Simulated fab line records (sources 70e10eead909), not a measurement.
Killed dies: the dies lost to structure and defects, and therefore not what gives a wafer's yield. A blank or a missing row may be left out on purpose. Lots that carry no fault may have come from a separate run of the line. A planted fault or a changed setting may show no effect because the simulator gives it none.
Comparing a struck lot with a sound one || flow nandHarc || 14 out of 1159 route steps
Sound: wafers L236.2, L236.3, L236.6. Wafers L246.1, L246.2, L246.3 were the ones struck. The cause is named last.
Order at every step that has rows: each side's tool, ch and its chambers, its first start. Under that, the readings that differ: sound wafers || struck wafers || difference of the means || sigmas: that difference in standard deviations of wafers without a fault.
alike: a reading whose means differ by less than 2 such deviations, as well as words and numbers matching on both sides. not compared: withheld readings; readings where some wafer has no value; bounds like >300 that might hide an equal value; numbers whose values overlap and for which the record gives no deviation.
A row with sigmas, a row that says differs or no value, or rows on one side alone: a step with any of these is where the two part. Numbers that have no deviation but don't overlap get no sigmas and don't part them. A reading missing from all wafers of one side parts the sides only when that side holds two or more wafers.

first, 3 steps without rows for these wafers: NHARC_A_STAIRCASE_STRIP_317 (strips in SPM, time 900 s); NHARC_A_STAIRCASE_PRECLEAN_318 (cleans in SC1); NHARC_A_STAIRCASE_SRD_329.
NHARC_A_STAIRCASE_ALD_415: deposits SiO2, target thk 30 nm, pulse time 6 s, ald cycles 300.
  sound on aldHk-04 ch 0,2, day 13 05:13; struck on aldHk-01 ch 1,2,3, day 16 05:14
  alike: heaterPowerW, precursorPulseHeightRel
NHARC_A_STAIRCASE_ETCHBACK_416: etches the open film in C4F8/O2/Ar, target depth 36 nm, time 7.2 s.
  sound on rieDiel-02 ch 2,3; struck on rieDiel-02 ch 0,1,3
  alike: biasW, chamberPressureMTorr, oesProductAu, rfVppV
  not compared: rfHoursCounterH
then, 1 step without rows for these wafers: NHARC_A_STAIRCASE_STRIP_476 (strips in O2, time 20 s).
NHARC_A_STAIRCASE_DEP_417: deposits Si3N4, target thk 60 nm.
  sound on pecvd-04 ch 0,1,2, day 13 07:31; struck on pecvd-04 ch 0,1,2, day 16 07:32
  alike: heaterPowerW
then, 3 steps without rows for these wafers: NHARC_A_STAIRCASE_WET_418 (chemistry H3PO4, target depth 20 nm); NHARC_A_STAIRCASE_PRECLEAN_419 (cleans in SC1); NHARC_A_STAIRCASE_SRD_421.
NHARC_A_STAIRCASE_ALD_420: deposits SiO2, target thk 20 nm, pulse time 6 s, ald cycles 200.
  sound on aldHk-04 ch 1,2, day 13 11:39; struck on aldHk-03 ch 0,2,3, day 16 11:20
  alike: heaterPowerW, precursorPulseHeightRel
NHARC_A_STAIRCASE_CVD_552: deposits SiNx, target thk 40 nm.
  sound on lpcvd-02 ch 1, day 13 15:43; struck on lpcvd-02 ch 0, day 16 19:50
NHARC_A_STAIRCASE_DEP_151: deposits SiO2, target thk 3800 nm.
  sound on pecvd-01 ch 0,1, day 13 19:22; struck on pecvd-03 ch 0,1,2, day 16 23:51
  alike: heaterPowerW
-- break in the record here, with 7 days between the starts of the struck wafers on either side (left off in module A_STAIRCASE, picked up again in module END, where the first step shown is number 1159 on the route) --
NHARC_END_SORT_01:
  sound on prober-02 ch 0, day 21 04:17; struck on prober-02 ch 0, day 23 15:00
{"reading": "killedAtArray", "sound": "35 33 33", "struck": "676 674 672", "difference": "+640", "sigmas": "+58"}
{"reading": "killedAtOther", "sound": "5 2 3", "struck": "0 1 1", "difference": -3, "sigmas": -3}
{"reading": "killedDies", "sound": "42 37 36", "struck": "677 677 677", "difference": "+639", "sigmas": "+58"}
  alike: killedAtPeriphery, killedOpen, killedShort

WHERE THEY PART
At NHARC_END_SORT_01 and nowhere else, as far as this record goes.

WHY: whatever the simulator had introduced
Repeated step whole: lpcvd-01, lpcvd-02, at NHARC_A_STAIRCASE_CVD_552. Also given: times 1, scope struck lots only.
